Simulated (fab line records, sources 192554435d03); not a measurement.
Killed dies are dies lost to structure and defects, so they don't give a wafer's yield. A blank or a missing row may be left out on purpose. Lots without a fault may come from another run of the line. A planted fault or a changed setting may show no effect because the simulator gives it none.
Which tool did it? | flow n5_finfet | 24 lots, 72 wafers sampled, at 6 steps of a route of 1938

WHAT THE GAUGES READ, wafer by wafer
N5_BEOL_M14_INSPECT_12: inspects for defects (macro).
lot  | measured     | on                | raw_defect_count
L074 | day 11 02:34 | defect_inspect-01 | 3 2 2
L075 | day 11 10:51 | defect_inspect-02 | 2 1 4
L076 | day 11 19:21 | defect_inspect-01 | 0 0 3
L080 | day 12 15:34 | defect_inspect-02 | 3 1 2
L079 | day 12 19:32 | defect_inspect-02 | 2 1 4
L078 | day 12 20:23 | defect_inspect-01 | 0 3 0
L077 | day 12 21:56 | defect_inspect-01 | 3 3 2
L083 | day 12 22:49 | defect_inspect-01 | 1 3 0
L082 | day 12 23:12 | defect_inspect-01 | 1 4 0
L081 | day 13 11:51 | defect_inspect-01 | 0 2 3
L084 | day 14 03:19 | defect_inspect-02 | 2 2 4
L085 | day 14 09:56 | defect_inspect-02 | 3 0 2
L086 | day 14 14:14 | defect_inspect-02 | 2 4 2
L088 | day 14 23:42 | defect_inspect-02 | 2 3 2
L087 | day 15 04:44 | defect_inspect-02 | 1 3 2
L089 | day 15 14:16 | defect_inspect-02 | 1 3 1
L091 | day 15 20:38 | defect_inspect-01 | 0 1 1
L090 | day 16 02:20 | defect_inspect-02 | 2 4 1
L092 | day 16 02:36 | defect_inspect-02 | 0 1 2
L093 | day 16 09:36 | defect_inspect-01 | 3 1 0
L095 | day 16 21:31 | defect_inspect-01 | 3 2 0
L094 | day 16 23:46 | defect_inspect-01 | 1 1 4
L096 | day 17 09:46 | defect_inspect-01 | 1 0 4
L097 | day 17 12:35 | defect_inspect-01 | 4 4 2

N5_BEOL_M15_INSPECT_30: inspects for defects (macro).
lot  | measured     | on                | raw_defect_count
L074 | day 11 13:56 | defect_inspect-01 | 3 4 2
L075 | day 11 17:47 | defect_inspect-01 | 2 0 1
L076 | day 12 02:58 | defect_inspect-02 | 0 2 1
L080 | day 12 21:46 | defect_inspect-02 | 0 2 4
L079 | day 13 05:06 | defect_inspect-01 | 3 3 1
L078 | day 13 09:20 | defect_inspect-01 | 3 0 2
L077 | day 13 16:07 | defect_inspect-01 | 2 1 3
L083 | day 13 10:59 | defect_inspect-01 | 5 0 1
L082 | day 13 16:28 | defect_inspect-01 | 4 3 2
L081 | day 13 18:27 | defect_inspect-01 | 2 2 3
L084 | day 14 10:29 | defect_inspect-02 | 4 1 2
L085 | day 14 22:02 | defect_inspect-02 | 1 4 4
L086 | day 14 23:13 | defect_inspect-02 | 3 3 2
L088 | day 15 06:08 | defect_inspect-01 | 2 0 1
L087 | day 15 10:23 | defect_inspect-02 | 2 3 3
L089 | day 15 22:41 | defect_inspect-02 | 1 2 3
L091 | day 16 07:49 | defect_inspect-01 | 3 0 2
L090 | day 16 08:14 | defect_inspect-01 | 1 1 3
L092 | day 16 08:48 | defect_inspect-01 | 2 3 4
L093 | day 16 17:20 | defect_inspect-02 | 5 1 1
L095 | day 17 03:42 | defect_inspect-01 | 1 5 4
L094 | day 17 06:45 | defect_inspect-02 | 1 2 3
L096 | day 17 18:02 | defect_inspect-01 | 5 2 2
L097 | day 17 18:24 | defect_inspect-02 | 2 5 6

N5_MIM_TOP_LITHO_CD_MEAS_08: target cd 2000 nm.
lot  | measured     | on        | cd_nm (nm)
L074 | day 11 22:57 | cd_sem-01 | 2001.3 2002.7 2002.4
L075 | day 12 03:02 | cd_sem-01 | 2000.1 2003.6 1999.2
L076 | day 12 12:49 | cd_sem-02 | 1998.5 2000.2 1997.9
L080 | day 13 11:52 | cd_sem-01 | 2002.7 1999.5 2000.8
L079 | day 13 15:00 | cd_sem-01 | 1998.5 2000.0 2000.9
L078 | day 13 18:16 | cd_sem-02 | 1999.3 1998.9 1998.9
L077 | day 13 22:47 | cd_sem-02 | 2000.6 2003.5 1999.3
L083 | day 13 19:07 | cd_sem-02 | 1999.9 2000.1 2002.2
L082 | day 14 00:03 | cd_sem-02 | 2004.6 2004.6 2001.9
L081 | day 14 01:43 | cd_sem-02 | 2002.3 2000.9 1999.0
L084 | day 14 17:29 | cd_sem-02 | 2001.2 1999.6 2002.2
L085 | day 15 06:05 | cd_sem-01 | 1999.8 1999.4 2000.2
L086 | day 15 06:47 | cd_sem-03 | 2002.5 2000.4 2004.0
L088 | day 15 14:38 | cd_sem-03 | 2003.6 2000.9 2002.6
L087 | day 15 19:47 | cd_sem-03 | 2002.0 2000.1 2001.5
L089 | day 16 04:49 | cd_sem-01 | 1999.5 1999.4 2000.1
L091 | day 16 17:51 | cd_sem-01 | 1998.8 1997.9 1998.4
L090 | day 16 18:18 | cd_sem-01 | 2003.0 2002.4 2001.0
L092 | day 16 18:41 | cd_sem-01 | 1998.8 2000.3 2000.2
L093 | day 17 00:04 | cd_sem-01 | 1999.3 2000.6 1999.7
L095 | day 17 09:10 | cd_sem-03 | 2001.4 2000.1 2002.3
L094 | day 17 14:10 | cd_sem-02 | 2001.6 1998.4 2000.0
L096 | day 18 02:19 | cd_sem-01 | 2000.4 2001.8 1996.5
L097 | day 18 07:14 | cd_sem-02 | 2003.9 2000.7 2003.3

WHICH TOOL RAN EACH LOT (tool, then ch and the chambers of the sampled wafers, then the start)
lot  | N5_BEOL_M14_STRIP_63                          | N5_BEOL_M14_DESCUM_33              | N5_BEOL_M15_SPUTTER_44
L074 | rie_diel-04 ch 0,3, day 11 04:02 or earlier   | rie_diel-03 ch 0,3, day 11 04:02   | pvd_sputter-03, day 11 17:34
L075 | rie_diel-02 ch 0,1, day 11 11:46 or earlier   | rie_diel-02 ch 0,1,3, day 11 11:46 | pvd_sputter-03, day 11 21:49
L076 | rie_diel-02 ch 0,1, day 11 20:29 or earlier   | rie_diel-02 ch 0,3, day 11 20:29   | pvd_sputter-01, day 12 07:55
L080 | rie_diel-03 ch 0,2, day 12 16:41 or earlier   | rie_diel-04 ch 1,2, day 12 16:41   | pvd_sputter-02, day 13 05:56
L079 | rie_diel-02 ch 0,2,3, day 12 20:55 or earlier | rie_diel-02 ch 2,3, day 12 20:55   | pvd_sputter-03, day 13 11:00
L078 | rie_diel-02 ch 2,3, day 12 21:30 or earlier   | rie_diel-02 ch 0,3, day 12 21:30   | pvd_sputter-03, day 13 11:42
L077 | rie_diel-04 ch 1,2, day 12 23:11 or earlier   | rie_diel-02 ch 0,2, day 12 23:11   | pvd_sputter-01, day 13 18:19
L083 | rie_diel-02 ch 0,2,3, day 12 23:49 or earlier | rie_diel-04 ch 0,1, day 12 23:49   | pvd_sputter-03, day 13 13:14
L082 | rie_diel-03 ch 0,2, day 13 00:16 or earlier   | rie_diel-02 ch 0,2,3, day 13 00:16 | pvd_sputter-03, day 13 19:35
L081 | rie_diel-03 ch 0,2,3, day 13 12:48 or earlier | rie_diel-03 ch 0,3, day 13 12:48   | pvd_sputter-03, day 13 20:02
L084 | rie_diel-04 ch 0,1,2, day 14 04:20 or earlier | rie_diel-04 ch 0,1,3, day 14 04:20 | pvd_sputter-01, day 14 13:03
L085 | rie_diel-02 ch 1,2,3, day 14 11:07 or earlier | rie_diel-04 ch 0,1,2, day 14 11:07 | pvd_sputter-03, day 15 01:10
L086 | rie_diel-04 ch 1,3, day 14 15:14 or earlier   | rie_diel-02 ch 1,2,3, day 14 15:14 | pvd_sputter-02, day 15 02:28
L088 | rie_diel-02 ch 0,1,3, day 15 00:43 or earlier | rie_diel-03 ch 0,2,3, day 15 00:43 | pvd_sputter-02, day 15 10:26
L087 | rie_diel-04 ch 0,1,2, day 15 05:44 or earlier | rie_diel-03 ch 0,1,2, day 15 05:44 | pvd_sputter-02, day 15 13:46
L089 | rie_diel-03 ch 0,2,3, day 15 17:55 or earlier | rie_diel-03 ch 1,2,3, day 15 17:55 | pvd_sputter-03, day 16 00:49
L091 | rie_diel-03 ch 1,2,3, day 15 21:52 or earlier | rie_diel-02 ch 0,2,3, day 15 21:52 | pvd_sputter-01, day 16 10:52
L090 | rie_diel-04 ch 2,3, day 16 03:34 or earlier   | rie_diel-03 ch 1,2,3, day 16 03:34 | pvd_sputter-03, day 16 11:22
L092 | rie_diel-02 ch 1,2,3, day 16 03:37 or earlier | rie_diel-04 ch 1,2,3, day 16 03:37 | pvd_sputter-02, day 16 11:59
L093 | rie_diel-02 ch 0,2, day 16 10:52 or earlier   | rie_diel-03 ch 2,3, day 16 10:52   | pvd_sputter-01, day 16 19:17
L095 | rie_diel-04 ch 1,2,3, day 16 22:25 or earlier | rie_diel-04 ch 0,2,3, day 16 22:25 | pvd_sputter-02, day 17 05:11
L094 | rie_diel-03 ch 0,3, day 17 00:59 or earlier   | rie_diel-02 ch 1,2, day 17 00:59   | pvd_sputter-03, day 17 08:17
L096 | rie_diel-03 ch 0,2,3, day 17 10:56 or earlier | rie_diel-04 ch 0,2,3, day 17 10:56 | pvd_sputter-01, day 17 20:59
L097 | rie_diel-03 ch 0,1, day 17 13:41 or earlier   | rie_diel-02 ch 0,1, day 17 13:41   | pvd_sputter-02, day 17 23:55
- N5_BEOL_M14_STRIP_63: strips in O2.
- N5_BEOL_M14_DESCUM_33: chemistry O2, time 7.9 s.
- N5_BEOL_M15_SPUTTER_44: material Ta, target thk 15 nm, time 24.19 s.

WHAT THE TOOLS THEMSELVES READ (means of the sampled wafers that have a number; where no wafer has one, the mark that the record gives instead)
N5_BEOL_M14_STRIP_63.
lot  | tool        | drypump_motor_current_A (A) | oes_product_au (a.u.) | rf_vpp_V (V) | showerhead_plenum_p_Torr (Torr) | temp_c (C) | throttle_valve_pct (%)
L074 | rie_diel-04 | 6.6                         | 0.88                  | 3.6          | 2.20                            | 59.88      | 16.66
L075 | rie_diel-02 | 5.9                         | 0.69                  | 4.2          | 2.09                            | 59.92      | 16.68
L076 | rie_diel-02 | 5.9                         | 0.68                  | 4.0          | 2.09                            | 60.00      | 16.66
L080 | rie_diel-03 | 5.5                         | 0.75                  | 3.8          | 2.08                            | 59.95      | 16.53
L079 | rie_diel-02 | 5.4                         | 0.80                  | 3.2          | 2.08                            | 60.03      | 16.72
L078 | rie_diel-02 | 5.5                         | 0.80                  | 3.5          | 2.10                            | 59.99      | 16.71
L077 | rie_diel-04 | 5.8                         | 0.93                  | 4.2          | 2.17                            | 59.87      | 16.39
L083 | rie_diel-02 | 5.4                         | 0.79                  | 3.4          | 2.07                            | 59.94      | 16.72
L082 | rie_diel-03 | 5.6                         | 0.72                  | 4.9          | 2.07                            | 59.82      | 16.57
L081 | rie_diel-03 | 5.6                         | 0.78                  | 3.6          | 2.13                            | 60.03      | 16.55
L084 | rie_diel-04 | 6.2                         | 0.88                  | 4.5          | 2.17                            | 59.99      | 16.50
L085 | rie_diel-02 | 5.7                         | 0.84                  | 3.3          | 2.12                            | 60.04      | 16.56
L086 | rie_diel-04 | 6.4                         | 0.85                  | 3.5          | 2.10                            | 59.96      | 16.64
L088 | rie_diel-02 | 5.7                         | 0.85                  | 3.1          | 2.15                            | 59.98      | 16.43
L087 | rie_diel-04 | 6.2                         | 0.87                  | 3.6          | 2.16                            | 59.87      | 16.51
L089 | rie_diel-03 | 5.6                         | 0.76                  | 4.5          | 2.12                            | 60.10      | 16.58
L091 | rie_diel-03 | 5.5                         | 0.79                  | 3.9          | 2.14                            | 59.96      | 16.58
L090 | rie_diel-04 | 6.1                         | 0.84                  | 3.7          | 2.15                            | 59.98      | 16.67
L092 | rie_diel-02 | 5.7                         | 0.82                  | 3.4          | 2.11                            | 59.96      | 16.59
L093 | rie_diel-02 | 5.3                         | 0.91                  | 3.8          | 2.22                            | 60.01      | 16.46
L095 | rie_diel-04 | 6.1                         | 0.85                  | 3.2          | 2.12                            | 59.91      | 16.56
L094 | rie_diel-03 | 5.6                         | 0.87                  | 3.4          | 2.16                            | 60.05      | 16.44
L096 | rie_diel-03 | 5.6                         | 0.83                  | 4.3          | 2.11                            | 60.10      | 16.45
L097 | rie_diel-03 | 5.4                         | 0.82                  | 3.8          | 2.08                            | 60.02      | 16.42

N5_BEOL_M14_DESCUM_33.
lot  | tool        | drypump_motor_current_A (A) | oes_product_au (a.u.) | rf_vpp_V (V) | showerhead_plenum_p_Torr (Torr) | temp_c (C) | throttle_valve_pct (%)
L074 | rie_diel-03 | 5.7                         | 0.84                  | 245.8        | 2.17                            | 39.98      | 20.28
L075 | rie_diel-02 | 5.7                         | 0.71                  | 243.5        | 2.07                            | 40.01      | 20.41
L076 | rie_diel-02 | 5.4                         | 0.70                  | 242.8        | 2.02                            | 40.17      | 20.46
L080 | rie_diel-04 | 5.8                         | 0.93                  | 244.8        | 2.16                            | 40.00      | 20.17
L079 | rie_diel-02 | 5.5                         | 0.79                  | 243.7        | 2.10                            | 39.93      | 20.47
L078 | rie_diel-02 | 5.4                         | 0.69                  | 241.6        | 2.02                            | 39.98      | 20.47
L077 | rie_diel-02 | 5.3                         | 0.89                  | 242.9        | 2.10                            | 39.95      | 20.51
L083 | rie_diel-04 | 6.6                         | 0.89                  | 244.5        | 2.17                            | 40.08      | 20.39
L082 | rie_diel-02 | 5.4                         | 0.79                  | 243.0        | 2.07                            | 40.08      | 20.49
L081 | rie_diel-03 | 5.7                         | 0.83                  | 245.0        | 2.16                            | 40.14      | 20.31
L084 | rie_diel-04 | 6.5                         | 0.86                  | 242.8        | 2.13                            | 39.95      | 20.41
L085 | rie_diel-04 | 6.2                         | 0.88                  | 243.7        | 2.16                            | 39.97      | 20.29
L086 | rie_diel-02 | 5.7                         | 0.85                  | 243.2        | 2.11                            | 39.93      | 20.33
L088 | rie_diel-03 | 5.6                         | 0.77                  | 243.5        | 2.12                            | 39.99      | 20.31
L087 | rie_diel-03 | 5.4                         | 0.74                  | 242.5        | 2.08                            | 40.00      | 20.29
L089 | rie_diel-03 | 5.5                         | 0.78                  | 243.8        | 2.13                            | 40.08      | 20.31
L091 | rie_diel-02 | 5.4                         | 0.83                  | 244.8        | 2.15                            | 39.98      | 20.38
L090 | rie_diel-03 | 5.5                         | 0.79                  | 244.2        | 2.13                            | 40.07      | 20.32
L092 | rie_diel-04 | 6.1                         | 0.86                  | 243.5        | 2.12                            | 40.01      | 20.31
L093 | rie_diel-03 | 5.5                         | 0.76                  | 244.6        | 2.12                            | 40.01      | 20.32
L095 | rie_diel-04 | 6.2                         | 0.83                  | 243.8        | 2.18                            | 40.16      | 20.44
L094 | rie_diel-02 | 5.9                         | 0.88                  | 244.3        | 2.13                            | 40.03      | 20.20
L096 | rie_diel-04 | 6.2                         | 0.82                  | 244.6        | 2.18                            | 39.96      | 20.45
L097 | rie_diel-02 | 5.9                         | 0.87                  | 244.8        | 2.16                            | 40.06      | 20.05

N5_BEOL_M15_SPUTTER_44.
lot  | tool           | bias_v (V) | throttle_valve_pct (%)
L074 | pvd_sputter-03 | 80.2       | 29.5
L075 | pvd_sputter-03 | 79.8       | 29.1
L076 | pvd_sputter-01 | 80.8       | 30.7
L080 | pvd_sputter-02 | 80.4       | 31.4
L079 | pvd_sputter-03 | 79.2       | 29.8
L078 | pvd_sputter-03 | 79.2       | 29.0
L077 | pvd_sputter-01 | 80.5       | 30.3
L083 | pvd_sputter-03 | 80.7       | 29.6
L082 | pvd_sputter-03 | 80.0       | 29.2
L081 | pvd_sputter-03 | 80.6       | 29.6
L084 | pvd_sputter-01 | 79.4       | 30.0
L085 | pvd_sputter-03 | 80.5       | 29.4
L086 | pvd_sputter-02 | 79.7       | 29.9
L088 | pvd_sputter-02 | 80.5       | 30.9
L087 | pvd_sputter-02 | 79.5       | 30.5
L089 | pvd_sputter-03 | 79.5       | 29.0
L091 | pvd_sputter-01 | 80.7       | 30.5
L090 | pvd_sputter-03 | 80.2       | 30.6
L092 | pvd_sputter-02 | 80.4       | 30.5
L093 | pvd_sputter-01 | 79.5       | 30.7
L095 | pvd_sputter-02 | 80.1       | 30.4
L094 | pvd_sputter-03 | 79.6       | 28.9
L096 | pvd_sputter-01 | 80.1       | 29.8
L097 | pvd_sputter-02 | 79.8       | 29.7

THE ANSWER, worked out from the rows above alone
Rule: what is usual is taken from the lots themselves. Put in order of their means at a reading, lots are off if they are a third of the lots or fewer, leave a main group of 4 or more, and stand apart from it by a gap of 3 or more times the standard deviation of the main group's means; of several such gaps the widest counts. A main group whose means are all the same, to the digits that the tables above print for the reading, isn't used. A lot without any number at a reading at which 4 lots or more have one is off too. The other lots that the step has rows for count as sound. The gauges are gone through in route order, then the tools' own readings, and for those a lot's mean is taken as printed above. The first step at which some lot is off is used, and at that step the reading that is off furthest; a lot without a number counts as furthest.
No lot is off at any reading shown: from this, nothing can be told.

WHAT THE SIMULATOR HAD PUT IN
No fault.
